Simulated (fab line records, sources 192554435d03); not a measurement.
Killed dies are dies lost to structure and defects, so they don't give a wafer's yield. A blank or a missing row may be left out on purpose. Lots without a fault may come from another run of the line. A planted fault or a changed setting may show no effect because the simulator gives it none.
Chamber matching | flow n5_finfet | N5_BEOL_M0_SAQP_ETCH_84 on rie_diel-06: 4 sister chambers
The step etches SOC in N2/H2, target depth 100 nm, overetch 20 nm, time 150 s. 18 wafers are shown with their chamber, then 9 later ones without.

WAFERS WITH THEIR CHAMBER
wafer  | chamber | drypump_motor_current_A (A) | throttle_valve_pct (%) | oes_product_au (a.u.)
L077.3 | 1       | 5.7                         | 17.59                  | 0.64
L077.4 | 3       | 5.2                         | 17.72                  | 0.67
L077.5 | 1       | 5.7                         | 17.61                  | 0.64
L080.2 | 3       | 5.2                         | 17.73                  | 0.67
L080.3 | 2       | 6.7                         | 17.89                  | 0.71
L080.4 | 0       | 5.7                         | 17.74                  | 0.64
L081.1 | 2       | 6.8                         | 17.88                  | 0.70
L081.3 | 1       | 5.7                         | 17.60                  | 0.63
L081.6 | 0       | 5.7                         | 17.75                  | 0.65
L082.1 | 2       | 6.7                         | 17.92                  | 0.70
L082.3 | 0       | 5.7                         | 17.76                  | 0.64
L082.4 | 1       | 5.7                         | 17.59                  | 0.63
L084.3 | 2       | 6.7                         | 17.91                  | 0.70
L084.5 | 3       | 5.2                         | 17.74                  | 0.66
L084.6 | 0       | 5.7                         | 17.75                  | 0.63
L085.1 | 0       | 5.7                         | 17.77                  | 0.63
L085.2 | 1       | 5.7                         | 17.62                  | 0.63
L085.6 | 2       | 6.7                         | 17.92                  | 0.69

SIGNATURES (means of the wafers above)
reading                 | chamber 0 | chamber 1 | chamber 2 | chamber 3 | scatter within a chamber
drypump_motor_current_A | 5.700     | 5.700     | 6.720     | 5.200     | 0.0239
throttle_valve_pct      | 17.7540   | 17.6020   | 17.9040   | 17.7300   | 0.0139
oes_product_au          | 0.6380    | 0.6340    | 0.7000    | 0.6667    | 0.0069
Rule: a wafer's distance from a chamber is the root of the sum, over the readings, of the square of ((its reading less the chamber's mean) divided by the reading's scatter). The wafer belongs to the nearest chamber; if the next one is less than 2 further off, it can't be placed. The scatter: the root of (the sum of the squares of (reading less its chamber's mean) over the shown wafers, divided by (wafers less chambers)).

WAFERS WITHOUT THEIR CHAMBER
wafer  | drypump_motor_current_A (A) | throttle_valve_pct (%) | oes_product_au (a.u.)
L088.1 | 6.7                         | 17.93                  | 0.69
L088.2 | 5.7                         | 17.80                  | 0.63
L088.5 | 5.2                         | 17.78                  | 0.65
L091.1 | 5.7                         | 17.62                  | 0.63
L091.3 | 5.2                         | 17.77                  | 0.65
L091.6 | 5.2                         | 17.78                  | 0.65
L093.1 | 5.2                         | 17.78                  | 0.64
L093.4 | 6.7                         | 17.94                  | 0.68
L093.5 | 5.7                         | 17.79                  | 0.63

WHICH CHAMBER EACH WENT THROUGH
wafer  | from the rows above | in truth
L088.1 | 2                   | 2
L088.2 | 0                   | 0
L088.5 | 3                   | 3
L091.1 | 1                   | 1
L091.3 | 3                   | 3
L091.6 | 3                   | 3
L093.1 | 3                   | 3
L093.4 | 2                   | 2
L093.5 | 0                   | 0
Placed correctly: 9 of 9. Can't be placed from these rows: 0. Placed wrongly: 0.
